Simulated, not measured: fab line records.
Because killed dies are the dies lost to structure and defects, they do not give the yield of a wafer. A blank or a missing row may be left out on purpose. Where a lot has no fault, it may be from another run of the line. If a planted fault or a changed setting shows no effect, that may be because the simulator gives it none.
Which of the tools did it? + flow n5_finfet + Sampling: 11 lots, 33 wafers, 5 of 1938 route steps

== WHAT THE GAUGES READ, wafer by wafer ==
N5_BEOL_M5_INSPECT_58: inspects for defects (darkfield). Usual: 73 for raw_defect_count, sd 22.
| lot  | measured     | on                | raw_defect_count | flag |
|------|--------------|-------------------|------------------|------|
| L475 | day 8 09:23  | defect_inspect-02 | 114 91 71        |      |
| L481 | day 10 05:29 | defect_inspect-02 | 94 65 102        |      |
| L479 | day 10 06:22 | defect_inspect-02 | 68 73 36         |      |
| L483 | day 10 12:07 | defect_inspect-01 | 47 39 59         |      |
| L485 | day 11 10:59 | defect_inspect-01 | 102 76 80        |      |
| L484 | day 11 14:52 | defect_inspect-02 | 71 99 81         |      |
| L488 | day 11 19:17 | defect_inspect-01 | 51 63 48         |      |
| L493 | day 13 08:31 | defect_inspect-02 | 94 43 46         |      |
| L494 | day 13 12:03 | defect_inspect-02 | 110 85 84        |      |
| L497 | day 14 09:28 | defect_inspect-01 | 75 40 100        |      |
| L498 | day 14 18:06 | defect_inspect-02 | 78 42 74         |      |

N5_BEOL_M6_THK_MEAS_01. Usual: for M6_ILD_THK the level is 155.2 nm and the standard deviation is 2.
| lot  | measured     | on            | M6_ILD_THK (nm)   | flag |
|------|--------------|---------------|-------------------|------|
| L475 | day 8 09:59  | film_metro-02 | 155.5 154.8 156.6 |      |
| L481 | day 10 06:08 | film_metro-02 | 152.7 154.1 154.2 |      |
| L479 | day 10 06:59 | film_metro-02 | 153.9 156.2 156.2 |      |
| L483 | day 10 12:50 | film_metro-02 | 152.4 155.9 154.9 |      |
| L485 | day 11 12:05 | film_metro-01 | 156.7 155.9 160.2 |      |
| L484 | day 11 15:29 | film_metro-01 | 151.2 123.8 153.7 | OFF  |
| L488 | day 11 19:54 | film_metro-01 | 154.7 120.7 156.9 | OFF  |
| L493 | day 13 09:09 | film_metro-01 | 154.3 155.0 154.2 |      |
| L494 | day 13 12:43 | film_metro-01 | 152.9 154.3 155.7 |      |
| L497 | day 14 10:06 | film_metro-02 | 152.3 152.8 152.7 |      |
| L498 | day 14 19:04 | film_metro-01 | 157.3 155.1 157.2 |      |

== TOOL THAT RAN EACH LOT (tool first, then ch and the chambers of the sampled wafers, then the start) ==
| lot  | N5_BEOL_M5_SPUTTER_90        | N5_BEOL_M6_ILD_DEP_00           | N5_BEOL_M6_CURE_74            |
|------|------------------------------|---------------------------------|-------------------------------|
| L475 | pvd_sputter-03, day 8 07:59  | pecvd-01 ch 0,1,2, day 8 09:25  | uv_cure-03 ch 0, day 8 09:29  |
| L481 | pvd_sputter-03, day 10 04:25 | pecvd-02 ch 0,1, day 10 05:32   | uv_cure-03 ch 0, day 10 05:37 |
| L479 | pvd_sputter-02, day 10 05:13 | pecvd-01 ch 0,1,2, day 10 06:25 | uv_cure-03 ch 2, day 10 06:42 |
| L483 | pvd_sputter-01, day 10 11:00 | pecvd-02 ch 0, day 10 12:09     | uv_cure-03 ch 1, day 10 12:19 |
| L485 | pvd_sputter-02, day 11 09:52 | pecvd-04 ch 0,1, day 11 11:02   | uv_cure-03 ch 2, day 11 11:05 |
| L484 | pvd_sputter-03, day 11 13:20 | pecvd-01 ch 0,1, day 11 14:54   | uv_cure-02 ch 2, day 11 15:02 |
| L488 | pvd_sputter-02, day 11 18:08 | pecvd-01 ch 0,1, day 11 19:19   | uv_cure-02 ch 1, day 11 19:28 |
| L493 | pvd_sputter-02, day 13 07:13 | pecvd-04 ch 1,2, day 13 08:34   | uv_cure-03 ch 0, day 13 08:47 |
| L494 | pvd_sputter-01, day 13 10:34 | pecvd-04 ch 1,2, day 13 12:07   | uv_cure-02 ch 0, day 13 12:12 |
| L497 | pvd_sputter-02, day 14 08:23 | pecvd-02 ch 0,1, day 14 09:30   | uv_cure-01 ch 2, day 14 09:35 |
| L498 | pvd_sputter-02, day 14 17:01 | pecvd-01 ch 0,1, day 14 18:08   | uv_cure-01 ch 0, day 14 18:33 |
- N5_BEOL_M5_SPUTTER_90: material Cu, target thk 4.5 nm, time 8.29 s.
- N5_BEOL_M6_ILD_DEP_00: deposits SiCOH lowk from DEMS/porogen, target thk 179.75 nm, time 33.4 s.
- N5_BEOL_M6_CURE_74: cures SiCOH lowk, time 240 s.

== AS READ BY THE TOOLS THEMSELVES (means over the sampled wafers that have a number; for cases with no such wafer, the mark the record gives instead) ==
N5_BEOL_M5_SPUTTER_90. Usual: chuck_sensor_temp_C -15.7 C, standard deviation 0.59; throttle_valve_pct 30.5 %, standard deviation 0.42.
| lot  | tool           | chuck_sensor_temp_C (C) | throttle_valve_pct (%) | flag |
|------|----------------|-------------------------|------------------------|------|
| L475 | pvd_sputter-03 | -16.1                   | 30.3                   |      |
| L481 | pvd_sputter-03 | -15.9                   | 30.1                   |      |
| L479 | pvd_sputter-02 | -15.3                   | 30.8                   |      |
| L483 | pvd_sputter-01 | -16.0                   | 30.6                   |      |
| L485 | pvd_sputter-02 | -14.7                   | 31.0                   |      |
| L484 | pvd_sputter-03 | -16.2                   | 30.3                   |      |
| L488 | pvd_sputter-02 | -15.9                   | 30.6                   |      |
| L493 | pvd_sputter-02 | -15.3                   | 30.8                   |      |
| L494 | pvd_sputter-01 | -15.7                   | 30.3                   |      |
| L497 | pvd_sputter-02 | -15.0                   | 30.9                   |      |
| L498 | pvd_sputter-02 | -15.2                   | 30.8                   |      |

N5_BEOL_M6_ILD_DEP_00. Usual: heater_power_w 318 W, standard deviation 48; showerhead_plenum_p_Torr 5.737 Torr, standard deviation 0.013; throttle_valve_pct 13.9 %, standard deviation 0.7.
| lot  | tool     | heater_power_w (W) | showerhead_plenum_p_Torr (Torr) | throttle_valve_pct (%) | flag |
|------|----------|--------------------|---------------------------------|------------------------|------|
| L475 | pecvd-01 | 310                | 5.736                           | 13.9                   |      |
| L481 | pecvd-02 | 317                | 5.739                           | 14.2                   |      |
| L479 | pecvd-01 | 306                | 5.730                           | 13.9                   |      |
| L483 | pecvd-02 | 292                | 5.743                           | 13.9                   |      |
| L485 | pecvd-04 | 351                | 5.738                           | 14.6                   |      |
| L484 | pecvd-01 | 307                | 5.729                           | 14.7                   |      |
| L488 | pecvd-01 | 316                | 5.726                           | 14.4                   |      |
| L493 | pecvd-04 | 310                | 5.752                           | 13.1                   |      |
| L494 | pecvd-04 | 311                | 5.752                           | 13.2                   |      |
| L497 | pecvd-02 | 329                | 5.743                           | 14.1                   |      |
| L498 | pecvd-01 | 283                | 5.723                           | 13.9                   |      |

N5_BEOL_M6_CURE_74. Usual: lamp_power_pct 52.32 %, standard deviation 0.05; wafer_temp_C_max 387.1, standard deviation 0.63.
| lot  | tool       | lamp_power_pct (%) | wafer_temp_C_max | flag |
|------|------------|--------------------|------------------|------|
| L475 | uv_cure-03 | 52.32              | 386.7            |      |
| L481 | uv_cure-03 | 52.29              | 386.3            |      |
| L479 | uv_cure-03 | 52.35              | 387.8            |      |
| L483 | uv_cure-03 | 52.28              | 387.4            |      |
| L485 | uv_cure-03 | 52.33              | 387.5            |      |
| L484 | uv_cure-02 | 52.32              | 387.2            |      |
| L488 | uv_cure-02 | 52.31              | 386.3            |      |
| L493 | uv_cure-03 | 52.31              | 387.2            |      |
| L494 | uv_cure-02 | 52.40              | 387.2            |      |
| L497 | uv_cure-01 | 52.35              | 386.6            |      |
| L498 | uv_cure-01 | 52.34              | 387.1            |      |

== THE ANSWER, worked out from the rows above alone ==
Rule: a lot is off if the mean of its wafers that have a number lies more than 3 standard deviations from the usual mean. Also off: a lot with no number at a reading for which 4 or more lots have one. The other lots that the step has rows for count as sound. After the gauges, taken in route order, come the tools' own readings; for these a lot's mean is taken, as printed above. At the first step where some lot is off, the reading lying furthest off is the one used; lots without a number count as furthest.
Off: at N5_BEOL_M6_THK_MEAS_01 (M6_ILD_THK), L484, L488.
If a tool, at a process step before that reading, ran all the lots that are off and no sound lot after the first of them, it fits. Those tools and the gauges at N5_BEOL_M6_THK_MEAS_01 are tried in the same way. None of those tried fits.

== WHAT THE SIMULATOR HAD INSERTED ==
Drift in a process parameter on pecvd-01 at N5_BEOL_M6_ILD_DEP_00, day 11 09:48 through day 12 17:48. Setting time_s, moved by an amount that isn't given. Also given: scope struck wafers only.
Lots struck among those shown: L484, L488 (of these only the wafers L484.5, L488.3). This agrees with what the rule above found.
